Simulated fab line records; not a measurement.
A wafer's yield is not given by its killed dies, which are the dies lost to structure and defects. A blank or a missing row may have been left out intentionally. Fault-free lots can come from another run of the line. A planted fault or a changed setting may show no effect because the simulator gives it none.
Comparing a struck lot with a sound one | flow nandHarc | 15 steps out of a route of 1159
Sound: the wafers L274.1, L274.2, L274.5. Wafers struck: L283.2, L283.3, L283.5. The cause comes at the end.
Each step with rows lists, per side, the tool, then ch with its chambers, then its first start. Under that, the readings that differ: sound wafers | struck wafers | difference of the means | sigmas: that difference in standard deviations of wafers without a fault.
alike: words and numbers the same on both sides, and readings whose means are apart by under 2 such deviations; not compared: readings that were withheld, readings missing a value for some wafer, numbers with overlapping values and no deviation given by the record, and bounds like >300 which may hide the same value.
Wherever a step has rows on one side only, a row that says differs or no value, or a row with sigmas, the two part there. Numbers that have no deviation but don't overlap get no sigmas and don't part them. A reading that every wafer of one side lacks parts them only if that side has two wafers or more.

first, 8 steps without rows for these wafers: NHARC_THIN_TSV_DEHYDRATE_25 (time 120 s); NHARC_THIN_TSV_HMDS_26 (time 30 s); NHARC_THIN_TSV_COAT_27; NHARC_THIN_TSV_SOFTBAKE_28 (time 95 s); NHARC_THIN_TSV_EBR_29; NHARC_THIN_TSV_EXPOSE_30 (exposes mask PAD); NHARC_THIN_TSV_PEB_31 (peb time 85 s); NHARC_THIN_TSV_DEVELOP_32 (time 70 s).
NHARC_THIN_TSV_CD_MEAS_33: target cd 5000 nm.
  sound on cdSem-01 ch 0, day 21 22:48; struck on cdSem-02 ch 0, day 24 12:27
  alike: cdNm
then, 1 step without rows for these wafers: NHARC_THIN_TSV_HARDBAKE_34 (time 80 s).
NHARC_THIN_TSV_DESCUM_35: chemistry O2, time 3 s.
  sound on rieDiel-02 ch 0,2,3, day 21 22:59; struck on rieDiel-04 ch 2,3, day 24 12:37
  alike: drypumpMotorCurrentA, o2FlowSccm, oesProductAu, rfVppV, showerheadPlenumPTorr, throttleValvePct
  not compared: rfHoursCounterH
NHARC_THIN_TSV_ETCH_59: etches the open film in Cl2/BCl3, target depth 880 nm, time 138.1 s.
  sound on rieMetal-02 ch 0,1, day 21 23:05; struck on rieMetal-02 ch 0,1, day 24 12:47
  alike: bcl3FlowSccm, drypumpMotorCurrentA, oesProductAu, throttleValvePct
  not compared: rfHoursCounterH
NHARC_THIN_TSV_ETCH_36: etches the open film in Cl2/BCl3, target depth 65 nm, time 18.571 s.
  sound on rieMetal-02 ch 0,1, day 21 23:21; struck on rieMetal-03 ch 0, day 24 13:02
reading      | sound       | struck               | difference | sigmas
overEtchFrac | 0.3 0.3 0.3 | 0.5071 0.5071 0.5071 | +0.2071    | 
  alike: drypumpMotorCurrentA, oesProductAu
  not compared: rfHoursCounterH
NHARC_THIN_TSV_STRIP_56: strips in O2.
  sound on plasmaAsher-02 ch 0,1, day 21 23:27; struck on plasmaAsher-01 ch 0,1, day 24 13:11
  alike: drypumpMotorCurrentA, heaterPowerW
  not compared: rfHoursCounterH
NHARC_END_SORT_01:
  the record has rows for the sound wafers here (prober-02 ch 0, day 22 07:46) and none for the struck ones

## WHERE THEY PART
Only at NHARC_END_SORT_01, as far as this record shows.

WHY: the cause the simulator had injected
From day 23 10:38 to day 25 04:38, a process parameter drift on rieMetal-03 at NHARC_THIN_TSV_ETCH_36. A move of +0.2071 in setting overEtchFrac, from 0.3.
